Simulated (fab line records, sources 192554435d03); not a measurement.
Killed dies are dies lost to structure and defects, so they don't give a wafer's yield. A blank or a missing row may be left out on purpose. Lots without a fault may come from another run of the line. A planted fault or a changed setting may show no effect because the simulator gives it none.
Chamber matching | flow n5_finfet | N5_STI_FIN_REVEAL_ALD_00 on ald_sin-01: 4 sister chambers
The step deposits SiO2, target thk 1 nm, pulse time 1 s. 4 wafers are shown with their chamber, then 7 later ones without.

WAFERS WITH THEIR CHAMBER
wafer  | chamber | heater_power_w (W)
L089.1 | 0       | 521
L089.4 | 3       | 423
L091.3 | 2       | 462
L091.5 | 1       | 485

WAFERS WITHOUT THEIR CHAMBER
wafer  | heater_power_w (W)
L091.6 | 534
L094.1 | 438
L094.5 | 465
L094.6 | 488
L096.1 | 447
L096.3 | 472
L096.5 | 459

WHICH CHAMBER EACH WENT THROUGH
wafer  | from the rows above     | in truth
L091.6 | 0                       | 0
L094.1 | can't be placed: 3 or 2 | 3
L094.5 | can't be placed: 2 or 1 | 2
L094.6 | 1                       | 1
L096.1 | can't be placed: 2 or 3 | 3
L096.3 | can't be placed: 2 or 1 | 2
L096.5 | 2                       | 2
Placed correctly: 3 of 7. Can't be placed from these rows: 4 (the true chamber is among the candidates in 4). Placed wrongly: 0.
How it was worked out, from the rows above alone: a wafer's distance from a chamber is the root of the sum, over the readings, of the square of ((its reading less the chamber's mean) divided by the reading's scatter). The wafer belongs to the nearest chamber; if the next one is less than 2 further off, it can't be placed. A chamber's mean is the mean of its shown wafers. The scatter: with one shown wafer a chamber, the root of the mean of the squares of how far each hidden wafer lies from its nearest shown one.
